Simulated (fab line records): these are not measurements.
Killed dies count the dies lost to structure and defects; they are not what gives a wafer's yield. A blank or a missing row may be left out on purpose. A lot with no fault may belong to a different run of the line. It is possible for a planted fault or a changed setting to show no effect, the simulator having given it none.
Matching of chambers ; flow n5 finfet ; N5_BEOL_M1_PRE_CLEAN_60 on cvd co-01: 3 sister chambers
The step time 15 s. 3 wafers are shown with their chamber, then 12 later ones without.

== WAFERS PAIRED WITH THEIR CHAMBERS ==
wafer;chamber;heater power w (W)
L091.4;0;112
L092.3;1;122
L092.6;2;78

== WAFERS WITH NO CHAMBER GIVEN ==
wafer;heater power w (W)
L094.1;113
L094.2;80
L094.3;123
L094.4;76
L094.5;124
L094.6;115
L095.2;79
L095.4;80
L095.5;111
L097.1;80
L097.3;123
L097.4;113

== WHICH CHAMBER EACH ONE RAN IN ==
wafer;from the rows above;in truth
L094.1;0;0
L094.2;2;2
L094.3;1;1
L094.4;2;2
L094.5;1;1
L094.6;0;0
L095.2;2;2
L095.4;2;2
L095.5;0;0
L097.1;2;2
L097.3;1;1
L097.4;0;0
12 of 12 placed correctly. Number that these rows cannot place: 0. Number placed wrongly: 0.
How it was worked out, from the rows above alone: a wafer's distance from a chamber is the root of the sum, over the readings, of the square of ((its reading less the chamber's mean) divided by the reading's scatter). The wafer belongs to the nearest chamber; if the next one is less than 2 further off, it can't be placed. A chamber's mean is the mean of its shown wafers. The scatter (one wafer shown for each chamber): square how far every hidden wafer sits from the nearest shown wafer, average those squares and take the square root.
